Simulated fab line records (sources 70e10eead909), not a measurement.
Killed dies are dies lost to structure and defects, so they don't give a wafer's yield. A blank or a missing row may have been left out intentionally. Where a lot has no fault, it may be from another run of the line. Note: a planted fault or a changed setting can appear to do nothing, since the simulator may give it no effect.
Matching of chambers    flow nandHarc    4 sister chambers for NHARC_P_STI_CMP_21 on cmp-02
The step polishes, t overpolish 20 s, target thk 380.67 nm. 8 wafers are shown with their chamber, then 7 later ones without.

== WAFERS PAIRED WITH THEIR CHAMBERS ==
wafer   chamber  motorCurrentA (A)  overpolishRunS (s)
L084.2  3        12.2               19.990
L084.4  2        12.2               19.992
L084.5  0        12.3               20.017
L085.3  1        12.9               19.994
L085.4  0        12.7               19.989
L085.6  2        12.4               19.978
L086.2  3        12.1               20.003
L086.4  1        12.4               19.999

== WAFERS MISSING THEIR CHAMBER ==
wafer   motorCurrentA (A)  overpolishRunS (s)
L086.5  12.4               20.015
L090.2  11.9               20.006
L090.4  12.0               19.989
L090.6  11.6               20.005
L095.2  12.6               20.007
L095.5  11.5               19.999
L095.6  12.6               19.997

== THE CHAMBER EACH PASSED THROUGH ==
wafer   from the rows above                in truth
L086.5  can't be placed: 0 or 1 or 3 or 2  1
L090.2  can't be placed: 3 or 2 or 0 or 1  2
L090.4  can't be placed: 3 or 2 or 0 or 1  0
L090.6  can't be placed: 3 or 2 or 0       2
L095.2  can't be placed: 0 or 1 or 3 or 2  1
L095.5  can't be placed: 3 or 2 or 0       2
L095.6  can't be placed: 1 or 0 or 2 or 3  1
0 of 7 placed correctly. Can't be placed from these rows: 7 (the true chamber is among the candidates in 7). Number placed wrongly: 0.
How it was worked out, from the rows above alone: a wafer's distance from a chamber is the root of the sum, over the readings, of the square of ((its reading less the chamber's mean) divided by the reading's scatter). If the next closest chamber is less than 2 further off than the closest, the wafer can't be placed; otherwise it belongs to the closest. A chamber's mean is the mean of its shown wafers. The scatter: take each reading less its chamber's mean, square it, sum over the shown wafers, divide by the number of wafers less the number of chambers, and take the root.
